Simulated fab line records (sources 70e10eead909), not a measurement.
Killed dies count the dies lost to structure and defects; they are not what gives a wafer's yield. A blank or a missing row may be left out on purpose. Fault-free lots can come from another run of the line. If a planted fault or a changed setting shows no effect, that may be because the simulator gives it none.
Which tool did it? :: flow nand-harc :: 14 lots with 42 wafers sampled at 5 steps, on a route of 1302 steps

## WHAT EACH GAUGE READ, for each wafer
NHARC_THIN_TSV_CD_MEAS_37. Usual: cd-nm at 5001.0 nm, with a standard deviation of 2.5.
lot: L127
measured: day 24 18:25
on: cd-sem-03
cd-nm (nm): 5001.0 4996.6 5001.7
flag: 

lot: L128
measured: day 24 20:36
on: cd-sem-03
cd-nm (nm): 4999.0 5002.7 4999.1
flag: 

lot: L130
measured: day 25 05:05
on: cd-sem-03
cd-nm (nm): 5004.2 4999.6 4997.1
flag: 

lot: L132
measured: day 26 09:32
on: cd-sem-02
cd-nm (nm): 5006.7 5005.2 5002.4
flag: 

lot: L133
measured: day 27 09:06
on: cd-sem-01
cd-nm (nm): 4999.2 4998.9 4999.7
flag: 

lot: L134
measured: day 28 01:41
on: cd-sem-03
cd-nm (nm): 4998.1 5001.4 5000.9
flag: 

lot: L135
measured: day 28 06:56
on: cd-sem-03
cd-nm (nm): 4999.6 5006.2 4998.7
flag: 

lot: L138
measured: day 29 05:13
on: cd-sem-03
cd-nm (nm): 5001.2 5001.8 5003.2
flag: 

lot: L144
measured: day 31 06:52
on: cd-sem-03
cd-nm (nm): 4997.5 5000.5 5000.0
flag: 

lot: L145
measured: day 31 22:12
on: cd-sem-02
cd-nm (nm): 4999.5 5000.6 5001.6
flag: 

lot: L146
measured: day 33 01:16
on: cd-sem-01
cd-nm (nm): 5001.5 5002.6 5006.1
flag: 

lot: L149
measured: day 33 04:19
on: cd-sem-01
cd-nm (nm): 5003.3 5003.7 5000.7
flag: 

lot: L148
measured: day 33 05:57
on: cd-sem-03
cd-nm (nm): 5003.7 5002.0 4996.7
flag: 

lot: L150
measured: day 34 04:54
on: cd-sem-02
cd-nm (nm): 5006.4 5003.9 5005.3
flag: 

NHARC_END_SORT_01. Usual: killed-at-array 64, standard deviation 18; killed-at-other 0.8, standard deviation 1.1; killed-at-periphery 3.8, standard deviation 2.7; killed-dies 68, standard deviation 18; killed-open 3.3, standard deviation 1.9; killed-short 2.3, standard deviation 1.8.
lot: L144
measured: day 31 15:59
on: prober-02
killed-at-array: 132 103 138
killed-at-other: 0 0 0
killed-at-periphery: 2 3 0
killed-dies: 134 106 138
killed-open: 3 3 2
killed-short: 2 1 0
flag: OFF

lot: L145
measured: day 32 09:04
on: prober-01
killed-at-array: 133 138 112
killed-at-other: 1 0 0
killed-at-periphery: 1 3 3
killed-dies: 135 141 115
killed-open: 6 4 3
killed-short: 2 5 0
flag: OFF

## WHAT TOOL EACH LOT RAN ON (gives the tool, then ch and the chambers of the sampled wafers, and finally the start)
lot: L127
NHARC_A_CONTACT_ETCH_119: har-cap-etch-02 ch 0,1, day 22 06:43
NHARC_THIN_TSV_DEGAS_49: pvd-sputter-02, day 24 13:49
NHARC_THIN_TSV_DEGAS_53: pvd-sputter-01, day 24 15:49

lot: L128
NHARC_A_CONTACT_ETCH_119: har-cap-etch-03 ch 0,1, day 22 09:55
NHARC_THIN_TSV_DEGAS_49: pvd-sputter-02, day 24 16:09
NHARC_THIN_TSV_DEGAS_53: pvd-sputter-01, day 24 18:08

lot: L130
NHARC_A_CONTACT_ETCH_119: har-cap-etch-02 ch 0,1, day 22 16:59
NHARC_THIN_TSV_DEGAS_49: pvd-sputter-03, day 25 00:32
NHARC_THIN_TSV_DEGAS_53: pvd-sputter-02, day 25 02:31

lot: L132
NHARC_A_CONTACT_ETCH_119: har-cap-etch-03 ch 0,1, day 23 18:30
NHARC_THIN_TSV_DEGAS_49: pvd-sputter-03, day 26 04:44
NHARC_THIN_TSV_DEGAS_53: pvd-sputter-01, day 26 06:44

lot: L133
NHARC_A_CONTACT_ETCH_119: har-cap-etch-01 ch 0,1, day 24 19:29
NHARC_THIN_TSV_DEGAS_49: pvd-sputter-02, day 27 04:37
NHARC_THIN_TSV_DEGAS_53: pvd-sputter-03, day 27 06:37

lot: L134
NHARC_A_CONTACT_ETCH_119: har-cap-etch-02 ch 0,1, day 25 13:38
NHARC_THIN_TSV_DEGAS_49: pvd-sputter-03, day 27 21:00
NHARC_THIN_TSV_DEGAS_53: pvd-sputter-01, day 27 23:00

lot: L135
NHARC_A_CONTACT_ETCH_119: har-cap-etch-01 ch 0,1, day 25 15:10
NHARC_THIN_TSV_DEGAS_49: pvd-sputter-02, day 28 02:29
NHARC_THIN_TSV_DEGAS_53: pvd-sputter-02, day 28 04:29

lot: L138
NHARC_A_CONTACT_ETCH_119: har-cap-etch-03 ch 0,1, day 26 14:21
NHARC_THIN_TSV_DEGAS_49: pvd-sputter-03, day 29 00:31
NHARC_THIN_TSV_DEGAS_53: pvd-sputter-02, day 29 02:29

lot: L144
NHARC_A_CONTACT_ETCH_119: har-cap-etch-03 ch 0,1, day 28 16:28
NHARC_THIN_TSV_DEGAS_49: pvd-sputter-01, day 31 02:17
NHARC_THIN_TSV_DEGAS_53: pvd-sputter-03, day 31 04:17

lot: L145
NHARC_A_CONTACT_ETCH_119: har-cap-etch-03 ch 0,1, day 29 14:01
NHARC_THIN_TSV_DEGAS_49: pvd-sputter-02, day 31 17:44
NHARC_THIN_TSV_DEGAS_53: pvd-sputter-03, day 31 19:44

lot: L146
NHARC_A_CONTACT_ETCH_119: har-cap-etch-01 ch 0,1, day 30 12:05
NHARC_THIN_TSV_DEGAS_49: pvd-sputter-02, day 32 20:49
NHARC_THIN_TSV_DEGAS_53: pvd-sputter-03, day 32 22:48

lot: L149
NHARC_A_CONTACT_ETCH_119: har-cap-etch-02 ch 0,1, day 30 16:58
NHARC_THIN_TSV_DEGAS_49: pvd-sputter-03, day 32 23:35
NHARC_THIN_TSV_DEGAS_53: pvd-sputter-02, day 33 01:35

lot: L148
NHARC_A_CONTACT_ETCH_119: har-cap-etch-01 ch 0,1, day 30 18:49
NHARC_THIN_TSV_DEGAS_49: pvd-sputter-03, day 33 01:31
NHARC_THIN_TSV_DEGAS_53: pvd-sputter-03, day 33 03:31

lot: L150
NHARC_A_CONTACT_ETCH_119: har-cap-etch-02 ch 0,1, day 31 17:29
NHARC_THIN_TSV_DEGAS_49: pvd-sputter-02, day 34 00:19
NHARC_THIN_TSV_DEGAS_53: pvd-sputter-02, day 34 02:20
- NHARC_A_CONTACT_ETCH_119: etches the open film in C4F8/O2/Ar, time 190 s, target depth 1850 nm.
- NHARC_THIN_TSV_DEGAS_49: time 120 s.
- NHARC_THIN_TSV_DEGAS_53: time 60 s.

## AS READ BY THE TOOLS THEMSELVES (means over the sampled wafers that have a number; for cases with no such wafer, the mark the record gives instead)
NHARC_A_CONTACT_ETCH_119. Usual: oes-air-line-au at 1.002 a.u., with a standard deviation of 0.021.
lot: L127
tool: har-cap-etch-02
oes-air-line-au (a.u.): 1.003
flag: 

lot: L128
tool: har-cap-etch-03
oes-air-line-au (a.u.): 0.968
flag: 

lot: L130
tool: har-cap-etch-02
oes-air-line-au (a.u.): 1.014
flag: 

lot: L132
tool: har-cap-etch-03
oes-air-line-au (a.u.): 0.992
flag: 

lot: L133
tool: har-cap-etch-01
oes-air-line-au (a.u.): 1.027
flag: 

lot: L134
tool: har-cap-etch-02
oes-air-line-au (a.u.): 1.000
flag: 

lot: L135
tool: har-cap-etch-01
oes-air-line-au (a.u.): 1.011
flag: 

lot: L138
tool: har-cap-etch-03
oes-air-line-au (a.u.): 0.988
flag: 

lot: L144
tool: har-cap-etch-03
oes-air-line-au (a.u.): 1.008
flag: 

lot: L145
tool: har-cap-etch-03
oes-air-line-au (a.u.): 1.006
flag: 

lot: L146
tool: har-cap-etch-01
oes-air-line-au (a.u.): 1.012
flag: 

lot: L149
tool: har-cap-etch-02
oes-air-line-au (a.u.): 0.986
flag: 

lot: L148
tool: har-cap-etch-01
oes-air-line-au (a.u.): 0.982
flag: 

lot: L150
tool: har-cap-etch-02
oes-air-line-au (a.u.): 0.987
flag: 

NHARC_THIN_TSV_DEGAS_49. Usual: heater-power-w at 476 W, with a standard deviation of 37.
lot: L127
tool: pvd-sputter-02
heater-power-w (W): 475
flag: 

lot: L128
tool: pvd-sputter-02
heater-power-w (W): 471
flag: 

lot: L130
tool: pvd-sputter-03
heater-power-w (W): 484
flag: 

lot: L132
tool: pvd-sputter-03
heater-power-w (W): 473
flag: 

lot: L133
tool: pvd-sputter-02
heater-power-w (W): 452
flag: 

lot: L134
tool: pvd-sputter-03
heater-power-w (W): 479
flag: 

lot: L135
tool: pvd-sputter-02
heater-power-w (W): 489
flag: 

lot: L138
tool: pvd-sputter-03
heater-power-w (W): 473
flag: 

lot: L144
tool: pvd-sputter-01
heater-power-w (W): 439
flag: 

lot: L145
tool: pvd-sputter-02
heater-power-w (W): 493
flag: 

lot: L146
tool: pvd-sputter-02
heater-power-w (W): 479
flag: 

lot: L149
tool: pvd-sputter-03
heater-power-w (W): 467
flag: 

lot: L148
tool: pvd-sputter-03
heater-power-w (W): 478
flag: 

lot: L150
tool: pvd-sputter-02
heater-power-w (W): 501
flag: 

NHARC_THIN_TSV_DEGAS_53. Usual: heater-power-w at 476 W, with a standard deviation of 40.
lot: L127
tool: pvd-sputter-01
heater-power-w (W): 487
flag: 

lot: L128
tool: pvd-sputter-01
heater-power-w (W): 485
flag: 

lot: L130
tool: pvd-sputter-02
heater-power-w (W): 498
flag: 

lot: L132
tool: pvd-sputter-01
heater-power-w (W): 441
flag: 

lot: L133
tool: pvd-sputter-03
heater-power-w (W): 469
flag: 

lot: L134
tool: pvd-sputter-01
heater-power-w (W): 467
flag: 

lot: L135
tool: pvd-sputter-02
heater-power-w (W): 486
flag: 

lot: L138
tool: pvd-sputter-02
heater-power-w (W): 508
flag: 

lot: L144
tool: pvd-sputter-03
heater-power-w (W): 477
flag: 

lot: L145
tool: pvd-sputter-03
heater-power-w (W): 491
flag: 

lot: L146
tool: pvd-sputter-03
heater-power-w (W): 475
flag: 

lot: L149
tool: pvd-sputter-02
heater-power-w (W): 480
flag: 

lot: L148
tool: pvd-sputter-03
heater-power-w (W): 482
flag: 

lot: L150
tool: pvd-sputter-02
heater-power-w (W): 484
flag: 

## THE ANSWER, worked out from the rows above alone
Rule: take the mean of a lot's wafers that have a number; if it is more than 3 standard deviations from the usual mean, the lot is off. A lot without any number at a reading at which 4 lots or more have one is off too. The other lots that the step has rows for count as sound. Order of review: gauges by route order, followed by the tools' own readings, for which a lot's mean as printed above is used. The first step at which some lot is off is used, and at that step the reading that is off furthest; a lot without a number counts as furthest.
Off: L144, L145, at NHARC_END_SORT_01 (killed-at-array). Neither off nor sound, because the step has no rows for them: L127, L128, L130, L132, L133, L134, L135, L138, L146, L149, L148, L150.
A tool fits if, at a process step before that reading, it ran every lot that is off, and no sound lot after the first of them. Gauges at NHARC_END_SORT_01: tried the same way as those tools. 2 tools fit, har-cap-etch-03 at NHARC_A_CONTACT_ETCH_119 and pvd-sputter-03 at NHARC_THIN_TSV_DEGAS_53, so this cannot tell which one it is.

## WHAT HAD BEEN PUT IN BY THE SIMULATOR
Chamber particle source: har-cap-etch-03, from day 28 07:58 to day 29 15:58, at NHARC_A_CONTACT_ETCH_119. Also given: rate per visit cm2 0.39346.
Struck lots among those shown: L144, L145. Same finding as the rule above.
